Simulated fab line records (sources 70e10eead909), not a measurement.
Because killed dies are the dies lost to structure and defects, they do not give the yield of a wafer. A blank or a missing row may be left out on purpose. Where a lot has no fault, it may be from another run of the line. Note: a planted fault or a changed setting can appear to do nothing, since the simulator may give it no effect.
Chamber matching ; flow nand harc ; NHARC_A_CHANNEL_FILL_D2_ALD_25 on ald hk-03 has 4 sister chambers
The step deposits SiOx, target thk 60 nm, pulse time 10 s, ald cycles 600. 20 wafers are shown with their chamber, then 10 later ones without.

== WAFERS WITH THEIR CHAMBER ==
wafer;chamber;heater power w (W);precursor pulse height rel
L076.2;1;492;0.977
L076.3;3;566;0.995
L076.4;2;482;1.019
L079.2;2;473;0.981
L079.5;3;566;0.993
L079.6;2;471;0.994
L082.1;3;567;1.041
L082.2;1;487;0.973
L082.4;0;492;1.007
L083.1;0;485;1.014
L083.5;2;452;0.962
L083.6;3;561;1.025
L086.1;3;550;1.010
L086.2;0;498;1.021
L086.3;1;491;0.961
L087.4;3;561;0.980
L087.5;3;559;1.022
L087.6;0;495;0.992
L089.3;1;478;1.025
L089.5;2;491;1.017

SIGNATURES (means of the wafers above)
reading;chamber 0;chamber 1;chamber 2;chamber 3;scatter within a chamber
heater power w;492.50;487.00;473.80;561.43;8.91
precursor pulse height rel;1.00850;0.98400;0.99460;1.00943;0.0223
Rule: a wafer lies at a distance from a chamber equal to the root of the sum of squares, over the readings, of (its reading less the chamber's mean, divided by the reading's scatter). If the next closest chamber is less than 2 further off than the closest, the wafer can't be placed; otherwise it belongs to the closest. The scatter is the square root of a quotient: the sum, over the shown wafers, of each reading's squared deviation from its chamber's mean, divided by wafers minus chambers.

== WAFERS WITH NO CHAMBER GIVEN ==
wafer;heater power w (W);precursor pulse height rel
L089.6;495;1.039
L090.1;577;1.021
L090.3;484;1.006
L090.5;479;0.999
L092.1;466;1.002
L092.4;487;0.975
L092.2;478;0.997
L095.1;487;1.003
L095.2;571;1.006
L095.5;478;1.012

== EACH ONE'S CHAMBER ==
wafer;from the rows above;in truth
L089.6;can't be placed: 0 or 1 or 2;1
L090.1;3;3
L090.3;can't be placed: 0 or 1 or 2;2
L090.5;can't be placed: 2 or 1 or 0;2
L092.1;can't be placed: 2 or 1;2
L092.4;can't be placed: 1 or 0 or 2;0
L092.2;can't be placed: 2 or 1 or 0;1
L095.1;can't be placed: 0 or 1 or 2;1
L095.2;3;3
L095.5;can't be placed: 2 or 1 or 0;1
2 of 10 placed correctly. Not placeable from these rows: 8 (in 8, the candidates include the true chamber). 0 placed wrongly.
